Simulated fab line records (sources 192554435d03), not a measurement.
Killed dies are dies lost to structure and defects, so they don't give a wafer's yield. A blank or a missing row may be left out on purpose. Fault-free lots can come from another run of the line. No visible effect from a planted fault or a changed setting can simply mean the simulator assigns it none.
fab line records	flow n5Finfet
[record] lots = 11	wafers = 29	lastDay = 18
route steps=1938 shown SDB@363 HKMG_FIN@390 BEOL_M4@1111
lots that met no fault: taken from a fault-free run of the same line
startH: hours from the record's opening day to when the first of the lot's shown wafers began	waitH: time in hours since the lot's previous step	" same as the row above	L1.1+2: several wafers, shown together as one row	- value missing, or start not given	* or withheld: withheld	< > ~ a bound
route shown NAME@n: a module of which the file shows steps, and the number in the route of the first	usual: mean and standard deviation over wafers with no fault	same: alike in all rows	chamber/n: place in a boat	sites: readings site by site	_std_site: the values' standard deviation	_edge_site: inner sites' mean taken away from outer sites' mean	radiusMm: for every site, how far away it sits from the centre of the wafer	mask NAME#n: copy n	behind: tool/chamber where the wafer was last shaped	hold: the reason the lot was held/the length of the hold in hours/how it ended	device: the n, p or np transistor that did not switch	end of line: at the end of the route, the tests of the same wafers	for a step that has no rows: nothing shown but its recipe	killed: dies lost to structure and defects at the first sort, not the wafer's yield	map: a wafer's dies, marking killed ones x, the rest . and places with no die _
set.NAME: the setting as run; set.NAME@STEP: as run at that earlier step	model.NAME: the simulator's own value behind a step, which no gauge read
steps of the route over a sample of lots; a table a step, a row a wafer
services: from which hour (startH, from the record's first day; less than 0 if before it) a tool's chamber was out of use, for how many hours, and why
[[steps]]
[step N5_SDB_STRIP_21]
[recipe] chemistry = CF4	resist = SiARC	powerW = 300	biasPowerW = 75	pressureMtorr = 50	cf4FlowSccm = 150	rfFrequencyHz = 6e+07
[usual] drypumpMotorCurrentA = 5.7/0.43	oesProductAu = 0.76/0.09	rfVppV = 271.7/1.4	showerheadPlenumPTorr = 1.83/0.053	throttleValvePct = 13.68/0.24
lot.wafer	tool	chamber	startH	waitH	drypumpMotorCurrentA	oesProductAu	rfHoursCounterH	rfVppV	showerheadPlenumPTorr	throttleValvePct
L858.2	rieDiel-04	3	80.35	0.0	5.3	0.73	197	271.7	1.79	13.91
L858.3	"	1	"	"	5.4	0.73	198	271.8	1.86	13.74
L859.2	rieDiel-04	3	84.73	0.0	5.3	0.73	199	270.3	1.79	13.91
L859.5	"	0	"	"	5.3	0.69	-	272.5	1.84	13.86
L859.6	"	1	"	"	5.4	0.72	-	272.4	1.86	13.75
L860.1	rieDiel-06	2	89.42	0.0	6.4	0.69	241	272.7	1.84	13.73
L860.4	"	3	"	"	5.7	0.67	242	273.9	1.85	13.74
L860.5	"	0	"	"	5.4	0.71	-	269.1	1.72	13.69
L864.3	rieDiel-05	2	117.86	0.0	5.7	0.78	100	273.8	1.90	13.61
L864.4	"	1	"	"	6.1	0.90	15	272.3	1.84	13.17
L864.6	"	2	"	"	5.7	0.77	-	273.7	1.90	13.63
L866.2	rieDiel-06	1	127.00	0.0	6.5	0.70	234	274.0	1.86	13.75
L866.4	"	2	"	"	6.3	0.69	-	270.7	1.83	13.78
L866.6	"	0	"	"	5.4	0.69	-	269.6	1.72	13.71
L868.2	rieDiel-04	2	140.00	0.0	5.8	0.82	94	271.6	1.90	13.67
L868.5	"	0	"	"	5.3	0.68	-	274.1	1.83	13.93
L868.6	"	1	"	"	5.4	0.72	-	271.5	1.86	13.79
L871.2	rieDiel-06	3	158.31	0.0	5.7	0.90	14	271.0	1.84	13.22
L871.4	"	0	"	"	5.4	0.69	202	270.2	1.71	13.74
L871.6	"	0	"	"	5.3	0.69	-	269.6	1.71	13.75
L873.1	rieDiel-04	0	168.11	0.0	5.3	0.68	240	271.5	1.83	13.93
L873.4	"	3	"	"	5.3	0.71	226	270.4	1.79	13.95
L875.1	rieDiel-04	0	181.70	0.0	5.4	0.68	245	271.9	1.83	13.94
L875.6	"	1	"	"	5.4	0.70	-	271.9	1.85	13.84
L876.3	rieDiel-06	3	184.51	0.0	5.7	0.87	24	272.2	1.84	13.26
L876.5	"	2	"	"	6.4	0.94	-	272.3	1.83	13.25
L878.4	rieDiel-06	2	202.84	0.0	6.4	0.92	22	271.9	1.83	13.27
L878.5	"	1	"	"	6.4	0.93	-	271.7	1.86	13.23
L878.6	"	0	"	"	5.3	0.68	-	267.6	1.71	13.78
[step N5_SDB_CUT_ETCH_26]
[recipe] chemistry = HBr/Cl2/O2	target = Si	targetDepthA = 1296	btTimeS = 20	maskMaterial = SiNx	timeS = 51.8	ionEnergyEv = *	biasW = *	pressureMtorr = 10	icpW = 800	HBr_flow_sccm = 150	Cl2_flow_sccm = 80	O2_flow_sccm = 12
[usual] drypumpMotorCurrentA = 5.71/0.26	oesProductAu = 1.006/0.016	throttleValvePct = 37.5/0.41
[same] btTimeS = 20
lot.wafer	tool	chamber	startH	waitH	drypumpMotorCurrentA	oesProductAu	rfHoursCounterH	throttleValvePct
L858.2	rieSi-01	0	81.09	0.1	5.72	1.011	54	36.8
L858.3	"	2	"	"	5.92	1.002	24	37.1
L859.2	rieSi-03	3	85.13	0.1	5.27	0.986	54	37.9
L859.5	"	0	"	"	5.42	1.034	-	37.1
L859.6	"	1	"	"	5.29	1.012	-	38.0
L860.1	rieSi-06	1	89.83	0.1	5.72	1.007	42	37.6
L860.4	"	3	"	"	5.69	1.027	26	37.8
L860.5	"	2	"	"	5.84	1.000	-	37.4
L864.3	rieSi-01	1	118.26	0.1	5.70	0.978	156	38.1
L864.4	"	0	"	"	5.67	1.010	54	36.8
L864.6	"	3	"	"	5.94	1.008	-	37.0
L866.2	rieSi-01	0	127.85	0.1	5.71	1.012	55	36.8
L866.4	"	3	"	"	5.94	1.014	2	37.0
L866.6	"	0	"	"	5.74	1.011	-	36.8
L868.2	rieSi-03	3	140.42	0.1	5.26	0.988	55	37.9
L868.5	"	0	"	"	5.40	1.010	-	37.0
L868.6	"	3	"	"	5.27	0.982	-	37.9
L871.2	rieSi-03	3	159.00	0.1	5.24	0.974	55	37.9
L871.4	"	2	"	"	6.27	1.016	56	37.7
L871.6	"	2	"	"	6.26	1.016	-	37.6
L873.1	rieSi-06	0	168.63	0.1	5.82	1.028	160	37.5
L873.4	"	1	"	"	5.62	0.998	43	37.6
L875.1	rieSi-06	1	182.83	0.1	5.70	1.007	43	37.6
L875.6	"	3	"	"	5.67	1.021	-	37.8
L876.3	rieSi-06	0	185.33	0.1	5.81	1.024	161	37.5
L876.5	"	1	"	"	5.70	0.997	-	37.6
L878.4	rieSi-01	2	203.27	0.1	6.00	1.001	27	37.1
L878.5	"	3	"	"	5.91	1.015	-	37.0
L878.6	"	2	"	"	5.99	1.003	-	37.1
[step N5_SDB_CMP_30]
[recipe] stopOn = poly-Si	tOverpolishS = 1.54	postCmpClean = alkalineBrush	downForcePsi = 4.1491	platenRpm = 51.796	padVelocityMS = 1.0306	targetThkNm = 30
[usual] motorCurrentA = 12.3/1.3	overpolishRunS = 1.539/0.0092	timeToEndpointS = 18/3.1
[same] tOverpolishS = 1.54
lot.wafer	tool	chamber	startH	waitH	motorCurrentA	overpolishRunS	timeToEndpointS
L858.3	cmp-01	3	84.05	1.4	9.9	1.543	15
L858.2	"	1	"	"	14.4	1.527	15
L859.2	cmp-01	3	88.05	1.4	9.7	1.538	18
L859.5	"	3	"	"	9.6	1.544	19
L859.6	"	0	"	"	11.4	1.536	13
L860.4	cmp-03	1	92.99	1.5	11.3	1.541	21
L860.1	"	2	"	"	15.3	1.546	13
L860.5	"	3	"	"	12.4	1.535	13
L864.4	cmp-01	0	121.18	1.4	11.3	1.524	14
L864.3	"	2	"	"	11.4	1.538	23
L864.6	"	1	"	"	14.2	1.543	13
L866.2	cmp-02	3	130.77	1.4	13.8	1.549	18
L866.4	"	2	"	"	12.9	1.539	15
L866.6	"	3	"	"	13.7	1.553	18
L868.2	cmp-02	0	143.41	1.5	12.1	1.538	21
L868.6	"	2	"	"	12.3	1.524	20
L868.5	"	3	"	"	13.3	1.528	20
L871.4	cmp-02	2	162.55	1.4	12.2	1.546	19
L871.2	"	1	"	"	12.0	1.554	18
L871.6	"	3	"	"	13.8	1.548	17
L873.1	cmp-01	3	171.54	1.4	10.5	1.550	16
L873.4	"	2	"	"	11.9	1.562	22
L875.1	cmp-01	1	186.39	1.6	14.8	1.546	13
L875.6	"	0	"	"	11.7	1.536	12
L876.3	cmp-02	1	188.28	1.4	11.9	1.550	22
L876.5	"	1	"	"	11.4	1.544	21
L878.4	cmp-01	0	206.26	1.5	11.1	1.524	14
L878.6	"	2	"	"	11.7	1.540	22
L878.5	"	3	"	"	10.4	1.534	16
[step N5_HKMG_FIN_COAT_41]
[recipe] resist = SOC	tempC = 250	timeS = 60	spinRpm = 1500	resistThkNm = 300
[usual] heaterPowerTotalW = 500.6/1.7	plateTempC = 249.99/0.18
lot.wafer	tool	chamber	startH	waitH	heaterPowerTotalW	plateTempC
L858.2	lithoTrack-05	0	85.49	-	499.2	250.32
L858.3	"	0	"	"	502.3	250.29
L859.2	lithoTrack-05	0	89.59	-	499.4	249.96
L859.5	"	0	"	"	502.8	249.94
L859.6	"	0	"	"	498.8	249.93
L860.1	lithoTrack-05	0	94.51	-	501.4	250.08
L860.4	"	0	"	"	500.0	250.02
L860.5	"	0	"	"	502.2	249.84
L864.3	lithoTrack-03	0	122.92	-	497.3	250.12
L864.4	"	0	"	"	502.4	250.33
L864.6	"	0	"	"	500.6	250.11
L866.2	lithoTrack-05	0	132.26	-	485.8	244.59
L866.4	"	0	"	"	486.3	244.66
L866.6	"	0	"	"	488.5	244.65
L868.2	lithoTrack-05	0	144.95	-	486.3	244.84
L868.5	"	0	"	"	486.8	244.65
L868.6	"	0	"	"	487.7	244.88
L871.2	lithoTrack-02	0	164.06	-	499.0	250.12
L871.4	"	0	"	"	501.9	250.03
L871.6	"	0	"	"	500.8	249.98
L873.1	lithoTrack-03	0	173.03	-	501.6	250.00
L873.4	"	0	"	"	499.7	250.12
L875.1	lithoTrack-02	0	187.97	-	498.0	249.90
L875.6	"	0	"	"	500.9	249.85
L876.3	lithoTrack-02	0	189.79	-	501.7	250.09
L876.5	"	0	"	"	502.3	250.07
L878.4	lithoTrack-02	0	207.68	-	498.9	249.96
L878.5	"	0	"	"	501.6	250.02
L878.6	"	0	"	"	500.8	249.67
[step N5_BEOL_M4_RC_MEAS_101]
[usual] DIBL_N = 36.1/2	DIBL_P = 36.3/2.5	IOFF_N = 0.16/0.037	IOFF_P = 0.21/0.039	ION_N = 678/15	ION_P = 465/8.7	SS_N = 71.4/0.7	SS_P = 73.3/0.74	VT_N = 249/3.6	VT_P = -250.0/2.9
lot.wafer	tool	chamber	startH	waitH	DIBL_N[mV/V]	DIBL_P[mV/V]	IOFF_N[nA/um]	IOFF_P[nA/um]	ION_N[uA/um]	ION_P[uA/um]	SS_N[mV/dec]	SS_P[mV/dec]	VT_N[mV]	VT_P[mV]
L859.2	prober-02	0	181.22	0.2	33.3	30.4	0.09	0.15	643	452	70.6	72.3	257	-252.8
L859.5	"	0	"	"	36.9	35.9	0.14	0.21	684	470	71.0	72.7	250	-250.1
L859.6	"	0	"	"	33.6	30.2	0.09	0.14	642	443	70.6	71.8	258	-255.9
L858.2	prober-01	0	191.52	0.2	35.7	35.4	0.14	0.17	675	457	70.6	73.0	254	-255.2
L858.3	"	0	"	"	37.6	37.8	0.18	0.22	674	460	72.1	74.7	249	-249.7
L860.1	prober-01	0	195.83	0.0	37.2	35.6	0.17	0.23	688	472	71.7	74.1	249	-251.1
L860.4	"	0	"	"	39.2	36.4	0.20	0.25	681	459	72.3	73.8	247	-249.6
L860.5	"	0	"	"	38.7	36.8	0.18	0.26	688	473	72.6	73.2	249	-251.2
L864.3	prober-02	0	233.23	0.3	38.9	40.1	0.20	0.21	675	456	72.3	73.5	250	-253.0
L864.4	"	0	"	"	35.9	37.6	0.15	0.18	673	453	71.5	72.7	252	-254.6
L864.6	"	0	"	"	36.7	38.4	0.16	0.19	670	452	72.0	72.8	252	-253.3
L866.2	prober-02	0	238.91	0.2	34.5	33.9	0.13	0.19	677	467	71.6	73.5	249	-249.3
L866.4	"	0	"	"	36.6	35.8	0.16	0.22	685	462	72.0	73.9	246	-250.9
L866.6	"	0	"	"	36.0	35.6	0.16	0.21	683	465	71.9	73.1	247	-249.6
L868.2	prober-02	0	256.44	0.2	38.8	41.2	0.25	0.32	705	485	72.3	73.9	243	-243.5
L868.5	"	0	"	"	33.9	34.1	0.13	0.19	680	468	70.7	72.6	249	-252.0
L868.6	"	0	"	"	38.7	39.1	0.23	0.27	697	474	72.0	73.4	244	-249.4
L871.2	prober-02	0	285.04	0.7	38.7	38.7	0.22	0.25	690	463	72.0	74.1	246	-247.5
L871.4	"	0	"	"	37.1	37.5	0.20	0.23	690	469	71.7	72.8	246	-248.3
L871.6	"	0	"	"	38.4	39.5	0.22	0.27	697	469	72.0	74.3	242	-247.3
L873.1	prober-02	0	299.15	0.0	35.3	36.6	0.15	0.21	654	456	71.2	73.1	252	-249.0
L873.4	"	0	"	"	34.1	34.7	0.14	0.19	674	473	70.5	71.9	251	-250.6
L875.1	prober-02	0	308.27	0.0	34.5	35.3	0.15	0.20	690	476	71.0	72.5	249	-250.5
L875.6	"	0	"	"	34.3	35.2	0.13	0.19	660	453	70.8	72.5	252	-249.1
L876.3	prober-02	0	318.94	0.3	35.6	35.0	0.15	0.20	675	466	71.8	73.3	250	-247.7
L876.5	"	0	"	"	33.9	33.2	0.13	0.20	679	471	70.7	73.0	252	-248.3
L878.4	prober-01	0	325.44	0.5	39.8	41.0	0.25	0.31	702	476	72.3	74.4	242	-245.9
L878.5	"	0	"	"	36.3	37.9	0.17	0.25	687	474	71.1	74.2	246	-244.9
L878.6	"	0	"	"	37.8	38.1	0.21	0.24	689	460	72.4	74.1	244	-248.1
[[services]]
tool	chamber	startH	hours	kind
rieDiel-06	3	59.63	11.1	repair
rieDiel-04	1	64.66	7.4	repair
rieDiel-06	0	80.80	5.8	repair
rieDiel-05	1	102.88	4.1	repair
rieDiel-06	3	109.47	-	clean
rieDiel-06	3	109.47	-	consumableReplace:focusRing
rieSi-06	-	117.72	15.6	pm
cmp-03	-	119.44	0.9	repair
rieSi-06	-	133.32	14.6	pm
cmp-01	-	147.27	0.3	repair
rieSi-06	2	150.38	9.9	repair
cmp-01	-	151.92	1.6	repair
cmp-02	-	155.54	2.0	repair
cmp-02	-	163.44	3.8	pm
rieDiel-05	0	167.07	5.0	repair
rieSi-03	2	170.96	24.4	repair
rieDiel-04	2	175.54	3.6	repair
rieDiel-05	1	183.42	12.0	repair
cmp-03	-	185.96	4.0	pm
rieSi-01	1	195.41	7.3	repair
rieSi-06	2	200.31	53.4	repair
rieSi-06	1	202.68	1.0	repair
cmp-03	-	202.86	7.1	pm
rieDiel-05	-	205.16	0.7	repair
[[key]]
[firstSign] step = N5_HKMG_FIN_COAT_41	reading = plateTempC	direction = down	sigmas = 29	usual = *	struck = *
[effect] step = N5_HKMG_FIN_COAT_41	reading = heaterPowerTotalW	direction = down	sigmas = 7.9	usual = *	struck = *
metAt N5_HKMG_FIN_COAT_41
struckLots L866,L868
notActingAt N5_SDB_STRIP_21,N5_SDB_CUT_ETCH_26,N5_SDB_CMP_30
onsetBetween 94.51 132.26
[fault] kind = processParameterDrift	tool = lithoTrack-05	chamber = -	onsetH = 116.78	steps = N5_HKMG_FIN_COAT_41	channel = tempC	offset = *	shape = step	endH = 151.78	actsIn = *	stated = *
